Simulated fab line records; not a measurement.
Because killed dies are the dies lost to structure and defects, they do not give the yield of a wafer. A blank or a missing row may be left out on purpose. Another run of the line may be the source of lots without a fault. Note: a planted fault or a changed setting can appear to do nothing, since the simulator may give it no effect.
Which tool did it?    flow n5-finfet    72 wafers from 24 lots sampled at 6 of the route's 1938 steps

## WHAT THE GAUGES SHOWED, per wafer
N5_SD_EPI_N_CD_MEAS_09: target cd 120 nm. Usual: 120.5 nm for cd-nm, sd 0.77.
lot   measured     on         cd-nm (nm)         flag
L074  day 3 04:04  cd-sem-01  120.7 119.9 121.1  
L075  day 3 05:29  cd-sem-02  119.8 119.7 118.7  
L076  day 3 14:10  cd-sem-02  121.7 120.3 120.8  
L077  day 3 19:02  cd-sem-03  120.9 120.8 120.4  
L078  day 4 02:52  cd-sem-01  119.7 120.6 120.3  
L079  day 4 09:10  cd-sem-02  121.1 120.9 120.4  
L080  day 4 11:07  cd-sem-03  122.1 120.3 121.0  
L081  day 4 19:56  cd-sem-01  121.1 120.8 120.6  
L082  day 4 23:18  cd-sem-01  121.0 122.4 120.2  
L083  day 5 06:05  cd-sem-01  120.2 120.6 121.0  
L084  day 5 12:19  cd-sem-01  119.7 120.1 119.1  
L085  day 5 22:01  cd-sem-03  119.7 120.4 119.5  
L086  day 6 04:27  cd-sem-01  120.1 120.3 120.0  
L087  day 6 12:41  cd-sem-02  119.3 120.6 120.4  
L088  day 6 15:29  cd-sem-03  121.0 121.2 120.1  
L089  day 7 02:51  cd-sem-02  120.0 119.4 120.0  
L090  day 7 10:52  cd-sem-01  120.9 120.4 121.2  
L091  day 7 14:40  cd-sem-02  121.6 121.1 122.3  
L092  day 7 18:38  cd-sem-02  119.5 119.5 119.4  
L093  day 7 20:23  cd-sem-03  120.8 119.9 119.9  
L094  day 8 04:38  cd-sem-01  120.5 120.4 120.6  
L095  day 8 07:54  cd-sem-03  119.9 120.0 121.7  
L096  day 8 15:39  cd-sem-01  120.1 120.6 120.8  
L097  day 8 18:14  cd-sem-01  119.9 121.1 121.3  

N5_ILD0_THK_MEAS_04. Usual: 196.5 nm for thk-nm, sd 1.8.
lot   measured     on             thk-nm (nm)        flag
L074  day 3 16:17  film-metro-01  193.7 196.1 196.3  
L075  day 3 18:51  film-metro-01  195.9 196.4 192.3  
L076  day 4 01:54  film-metro-01  193.6 197.3 192.4  
L077  day 4 06:57  film-metro-02  198.3 198.2 195.1  
L078  day 4 14:26  film-metro-02  197.1 195.3 195.6  
L079  day 4 21:08  film-metro-02  196.6 195.3 195.2  
L080  day 4 23:29  film-metro-02  195.2 195.0 194.9  
L081  day 5 08:22  film-metro-01  199.8 197.8 199.6  
L082  day 5 11:43  film-metro-02  197.5 197.8 195.6  
L083  day 5 17:55  film-metro-01  197.0 197.6 197.9  
L084  day 6 00:16  film-metro-01  196.5 196.2 194.9  
L085  day 6 10:50  film-metro-01  195.4 197.4 197.0  
L086  day 6 17:46  film-metro-02  198.0 196.3 198.5  
L087  day 7 02:50  film-metro-02  196.9 194.5 193.7  
L088  day 7 03:40  film-metro-02  197.0 200.5 196.6  
L089  day 7 16:24  film-metro-01  196.5 195.6 196.6  
L090  day 7 22:33  film-metro-01  195.9 196.5 196.9  
L091  day 8 02:56  film-metro-02  198.1 194.8 197.8  
L092  day 8 07:21  film-metro-01  197.5 198.2 197.2  
L093  day 8 09:27  film-metro-02  196.1 197.4 197.2  
L094  day 8 17:56  film-metro-02  197.2 197.1 196.6  
L095  day 8 20:43  film-metro-02  191.0 197.2 192.5  
L096  day 9 06:55  film-metro-02  198.8 198.7 201.9  
L097  day 9 08:55  film-metro-01  197.6 197.5 196.2  

N5_SDB_INSPECT_13: inspects for defects (brightfield). Usual: 87 for raw-defect-count, sd 36.
lot   measured     on                 raw-defect-count  flag
L074  day 3 20:32  defect-inspect-02  83 124 86         
L075  day 3 22:58  defect-inspect-01  72 33 64          
L076  day 4 06:02  defect-inspect-02  25 40 40          
L077  day 4 11:03  defect-inspect-02  145 142 186       
L078  day 4 18:44  defect-inspect-02  90 51 71          
L079  day 5 01:10  defect-inspect-02  66 45 29          
L080  day 5 08:49  defect-inspect-02  107 87 84         
L081  day 5 12:30  defect-inspect-02  91 66 61          
L082  day 5 15:49  defect-inspect-01  189 86 152        
L083  day 5 21:54  defect-inspect-01  61 40 68          
L084  day 6 04:23  defect-inspect-01  62 49 44          
L085  day 6 14:56  defect-inspect-01  78 107 76         
L086  day 6 21:52  defect-inspect-01  131 86 126        
L087  day 7 06:57  defect-inspect-01  146 150 93        
L088  day 7 07:39  defect-inspect-02  63 39 92          
L089  day 7 20:31  defect-inspect-01  67 65 130         
L090  day 8 02:51  defect-inspect-02  72 116 44         
L091  day 8 07:02  defect-inspect-01  98 62 118         
L092  day 8 11:27  defect-inspect-02  35 85 51          
L093  day 8 13:40  defect-inspect-01  83 53 56          
L094  day 8 22:03  defect-inspect-02  101 109 89        
L095  day 9 00:49  defect-inspect-02  87 110 109        
L096  day 9 11:03  defect-inspect-02  103 44 75         
L097  day 9 13:07  defect-inspect-02  69 84 105         

## EACH LOT AND THE TOOL THAT RAN IT (in order: tool; ch and the chambers of the sampled wafers; start)
lot   N5_SD_EPI_N_DESCUM_14              N5_SD_EPI_P_DESCUM_14              N5_ILD0_CMP_12
L074  rie-diel-04 ch 0,2, day 3 04:14    rie-diel-06 ch 1,2, day 3 08:32    cmp-01 ch 0,1,3, day 3 19:51
L075  rie-diel-01 ch 2,3, day 3 05:52    rie-diel-02 ch 2,3, day 3 11:17    cmp-04 ch 0,2,3, day 3 22:11
L076  rie-diel-05 ch 0,2,3, day 3 14:16  rie-diel-03 ch 0,2,3, day 3 18:41  cmp-03 ch 1,2,3, day 4 05:17
L077  rie-diel-04 ch 0,1,2, day 3 19:20  rie-diel-03 ch 0,1,3, day 3 23:46  cmp-04 ch 1,2,3, day 4 10:11
L078  rie-diel-04 ch 0,1,2, day 4 02:56  rie-diel-03 ch 0,2,3, day 4 07:16  cmp-01 ch 0,1,3, day 4 17:59
L079  rie-diel-04 ch 2,3, day 4 09:16    rie-diel-02 ch 1,3, day 4 13:35    cmp-01 ch 1,2, day 5 00:28
L080  rie-diel-01 ch 0,2, day 4 11:35    rie-diel-06 ch 0,1,2, day 4 16:09  cmp-04 ch 0,2,3, day 5 03:18
L081  rie-diel-01 ch 0,1,2, day 4 20:20  rie-diel-06 ch 0,2,3, day 5 00:57  cmp-03 ch 0,2, day 5 11:48
L082  rie-diel-04 ch 0,1,3, day 4 23:23  rie-diel-06 ch 0,1,3, day 5 04:32  cmp-01 ch 1,2,3, day 5 14:57
L083  rie-diel-05 ch 2,3, day 5 06:10    rie-diel-03 ch 2,3, day 5 10:40    cmp-03 ch 0,1,3, day 5 21:17
L084  rie-diel-01 ch 0,1,2, day 5 12:25  rie-diel-03 ch 0,2,3, day 5 16:44  cmp-03 ch 0,1,3, day 6 03:34
L085  rie-diel-05 ch 0,1,3, day 5 22:09  rie-diel-03 ch 0,1,2, day 6 02:43  cmp-03 ch 2,3, day 6 14:04
L086  rie-diel-05 ch 0,3, day 6 05:12    rie-diel-06 ch 0,2,3, day 6 10:32  cmp-04 ch 0,1,2, day 6 21:05
L087  rie-diel-05 ch 0,1,2, day 6 12:54  rie-diel-03 ch 0,1,3, day 6 18:17  cmp-01 ch 0,1,2, day 7 06:07
L088  rie-diel-04 ch 0,1, day 6 15:34    rie-diel-06 ch 0,2,3, day 6 20:03  cmp-03 ch 0,1,2, day 7 07:02
L089  rie-diel-04 ch 1,2,3, day 7 02:56  rie-diel-06 ch 0,3, day 7 08:17    cmp-03 ch 0,1,3, day 7 19:38
L090  rie-diel-05 ch 0,2,3, day 7 10:57  rie-diel-03 ch 1,2, day 7 15:16    cmp-04 ch 2,3, day 8 02:07
L091  rie-diel-01 ch 0,2,3, day 7 14:51  rie-diel-03 ch 1,2,3, day 7 19:28  cmp-01 ch 0,1,3, day 8 06:15
L092  rie-diel-04 ch 0,2, day 7 18:47    rie-diel-03 ch 1,3, day 7 23:59    cmp-01 ch 0,2, day 8 10:38
L093  rie-diel-04 ch 0,2, day 7 20:29    rie-diel-03 ch 1,2, day 8 01:40    cmp-03 ch 1,2, day 8 12:48
L094  rie-diel-01 ch 0,3, day 8 04:43    rie-diel-02 ch 0,1,3, day 8 09:10  cmp-03 ch 2,3, day 8 21:11
L095  rie-diel-04 ch 0,2, day 8 07:59    rie-diel-06 ch 2,3, day 8 13:21    cmp-01 ch 1,3, day 8 23:59
L096  rie-diel-04 ch 0,1, day 8 15:44    rie-diel-03 ch 1,2,3, day 8 21:21  cmp-01 ch 0,1, day 9 10:10
L097  rie-diel-04 ch 0,1, day 8 18:54    rie-diel-02 ch 0,1,3, day 9 00:12  cmp-01 ch 2,3, day 9 12:17
- N5_SD_EPI_N_DESCUM_14: chemistry O2, time 7.9 s.
- N5_SD_EPI_P_DESCUM_14: chemistry O2, time 7.9 s.
- N5_ILD0_CMP_12: polishes SiNx, stops on poly-Si, t overpolish 6 s, target thk 17.67 nm.

## AS READ BY THE TOOLS THEMSELVES (means over the sampled wafers that have a number; for cases with no such wafer, the mark the record gives instead)
N5_SD_EPI_N_DESCUM_14. Usual: drypump-motor-current-A 5.6 A, standard deviation 0.37; oes-product-au 0.77 a.u., standard deviation 0.092; rf-vpp-V 243.1 V, standard deviation 1.4; showerhead-plenum-p-Torr 2.08 Torr, standard deviation 0.09; temp-c 39.99 C, standard deviation 0.11; throttle-valve-pct 20.43 %, standard deviation 0.23.
lot   tool         drypump-motor-current-A (A)  oes-product-au (a.u.)  rf-vpp-V (V)  showerhead-plenum-p-Torr (Torr)  temp-c (C)  throttle-valve-pct (%)  flag
L074  rie-diel-04  5.9                          0.71                   244.0         2.15                             39.98       20.43                   
L075  rie-diel-01  5.6                          0.85                   243.7         2.19                             39.97       20.62                   
L076  rie-diel-05  5.2                          0.77                   242.8         2.03                             39.98       20.53                   
L077  rie-diel-04  5.8                          0.72                   242.4         2.08                             40.00       20.40                   
L078  rie-diel-04  5.8                          0.71                   242.9         2.08                             39.96       20.40                   
L079  rie-diel-04  5.5                          0.71                   243.7         2.15                             39.94       20.52                   
L080  rie-diel-01  5.6                          0.93                   243.4         2.13                             40.14       20.40                   
L081  rie-diel-01  5.5                          0.90                   243.7         2.09                             39.93       20.31                   
L082  rie-diel-04  5.6                          0.69                   243.0         2.09                             39.97       20.36                   
L083  rie-diel-05  5.5                          0.78                   241.6         2.01                             40.03       20.75                   
L084  rie-diel-01  5.5                          0.89                   242.6         2.09                             40.00       20.32                   
L085  rie-diel-05  5.1                          0.76                   242.7         2.06                             39.94       20.32                   
L086  rie-diel-05  5.0                          0.72                   243.6         2.10                             40.04       20.40                   
L087  rie-diel-05  5.4                          0.78                   241.9         1.98                             39.93       20.49                   
L088  rie-diel-04  5.9                          0.68                   243.7         2.08                             39.84       20.38                   
L089  rie-diel-04  5.4                          0.69                   243.9         2.08                             40.02       20.46                   
L090  rie-diel-05  5.2                          0.74                   242.4         2.02                             39.93       20.57                   
L091  rie-diel-01  5.8                          0.83                   243.5         2.13                             40.01       20.46                   
L092  rie-diel-04  5.8                          0.80                   244.1         2.13                             39.89       20.43                   
L093  rie-diel-04  5.9                          0.88                   244.0         2.14                             40.09       20.27                   
L094  rie-diel-01  5.9                          0.79                   243.1         2.13                             40.06       20.49                   
L095  rie-diel-04  5.8                          0.78                   244.2         2.13                             40.03       20.45                   
L096  rie-diel-04  5.7                          0.78                   242.9         2.01                             39.98       20.25                   
L097  rie-diel-04  5.9                          0.84                   242.3         2.08                             40.10       20.20                   

N5_SD_EPI_P_DESCUM_14. Usual: drypump-motor-current-A 5.9 A, standard deviation 0.44; oes-product-au 0.79 a.u., standard deviation 0.1; rf-vpp-V 243.4 V, standard deviation 1.2; showerhead-plenum-p-Torr 2.11 Torr, standard deviation 0.07; temp-c 39.99 C, standard deviation 0.11; throttle-valve-pct 20.48 %, standard deviation 0.22.
lot   tool         drypump-motor-current-A (A)  oes-product-au (a.u.)  rf-vpp-V (V)  showerhead-plenum-p-Torr (Torr)  temp-c (C)  throttle-valve-pct (%)  flag
L074  rie-diel-06  5.4                          0.75                   242.7         2.09                             40.05       20.58                   
L075  rie-diel-02  5.8                          0.78                   242.2         2.06                             39.95       20.56                   
L076  rie-diel-03  6.2                          0.70                   243.5         2.14                             40.00       20.53                   
L077  rie-diel-03  5.8                          0.72                   242.9         2.08                             40.08       20.51                   
L078  rie-diel-03  6.2                          0.69                   243.7         2.13                             39.90       20.54                   
L079  rie-diel-02  5.7                          0.88                   242.7         2.07                             40.10       20.14                   
L080  rie-diel-06  5.6                          0.79                   243.5         2.10                             39.93       20.61                   
L081  rie-diel-06  5.6                          0.86                   243.9         2.16                             40.09       20.51                   
L082  rie-diel-06  5.6                          0.84                   244.5         2.15                             39.82       20.45                   
L083  rie-diel-03  6.3                          0.69                   243.8         2.16                             40.02       20.67                   
L084  rie-diel-03  6.2                          0.70                   243.8         2.13                             39.94       20.56                   
L085  rie-diel-03  6.2                          0.71                   243.2         2.07                             39.95       20.55                   
L086  rie-diel-06  5.6                          0.85                   243.1         2.16                             40.00       20.54                   
L087  rie-diel-03  5.9                          0.72                   242.5         2.08                             39.93       20.53                   
L088  rie-diel-06  5.6                          0.85                   244.1         2.16                             39.91       20.53                   
L089  rie-diel-06  5.8                          0.87                   244.3         2.17                             39.94       20.54                   
L090  rie-diel-03  6.0                          0.84                   242.2         2.05                             40.05       20.50                   
L091  rie-diel-03  6.0                          0.82                   243.2         2.10                             39.95       20.50                   
L092  rie-diel-03  5.7                          0.71                   242.5         2.10                             40.02       20.65                   
L093  rie-diel-03  6.3                          0.91                   243.7         2.10                             39.91       20.35                   
L094  rie-diel-02  6.0                          0.79                   243.2         2.10                             39.99       20.20                   
L095  rie-diel-06  5.4                          0.86                   244.8         2.18                             40.05       20.41                   
L096  rie-diel-03  6.0                          0.80                   244.0         2.10                             40.01       20.50                   
L097  rie-diel-02  6.0                          0.78                   243.7         2.10                             40.00       20.20                   

N5_ILD0_CMP_12. Usual: edge-zone-pressure-frac 1.000, standard deviation 0.0048; motor-current-A 9.5 A, standard deviation 0.9; overpolish-run-s 6.000 s, standard deviation 0.0093; retaining-ring-pressure-frac 1.000, standard deviation 0.0048; time-to-endpoint-s 28 s, standard deviation 4.
lot   tool    edge-zone-pressure-frac  motor-current-A (A)  overpolish-run-s (s)  retaining-ring-pressure-frac  time-to-endpoint-s (s)  flag
L074  cmp-01  1.002                    9.5                  5.999                 1.004                         26                      
L075  cmp-04  0.996                    9.2                  5.996                 1.005                         23                      
L076  cmp-03  0.998                    9.3                  5.997                 1.002                         28                      
L077  cmp-04  0.998                    9.0                  5.997                 0.998                         26                      
L078  cmp-01  0.999                    9.7                  5.996                 0.998                         29                      
L079  cmp-01  1.004                    8.8                  5.993                 1.003                         29                      
L080  cmp-04  1.001                    9.1                  5.992                 1.000                         24                      
L081  cmp-03  1.007                    10.8                 6.010                 1.001                         39                      
L082  cmp-01  1.001                    9.2                  6.003                 1.003                         29                      
L083  cmp-03  1.007                    10.1                 5.996                 1.000                         30                      
L084  cmp-03  1.003                    10.0                 6.005                 0.998                         28                      
L085  cmp-03  0.996                    9.8                  6.003                 1.001                         26                      
L086  cmp-04  0.999                    8.7                  6.000                 0.995                         27                      
L087  cmp-01  0.999                    9.5                  5.998                 1.000                         28                      
L088  cmp-03  1.000                    9.9                  6.002                 1.001                         33                      
L089  cmp-03  0.999                    10.2                 5.996                 1.004                         32                      
L090  cmp-04  0.999                    9.8                  5.999                 0.997                         28                      
L091  cmp-01  0.993                    9.4                  5.999                 1.000                         28                      
L092  cmp-01  0.999                    9.7                  5.991                 1.001                         26                      
L093  cmp-03  1.004                    9.6                  6.003                 0.997                         29                      
L094  cmp-03  1.004                    9.7                  6.003                 1.000                         28                      
L095  cmp-01  0.996                    9.3                  6.002                 0.999                         31                      
L096  cmp-01  0.999                    9.6                  5.987                 1.001                         28                      
L097  cmp-01  0.996                    9.7                  5.994                 1.000                         28                      

## THE ANSWER, worked out from the rows above alone
Rule: a lot is off if the mean of its wafers that have a number lies more than 3 standard deviations from the usual mean. Also off: a lot with no number at a reading for which 4 or more lots have one. The other lots that the step has rows for count as sound. The gauges are gone through in route order, then the tools' own readings, and for those a lot's mean is taken as printed above. At the first step where some lot is off, the reading lying furthest off is the one used; lots without a number count as furthest.
No lot is off at any reading shown: from this, nothing can be told.

## WHAT THE SIMULATOR PUT IN
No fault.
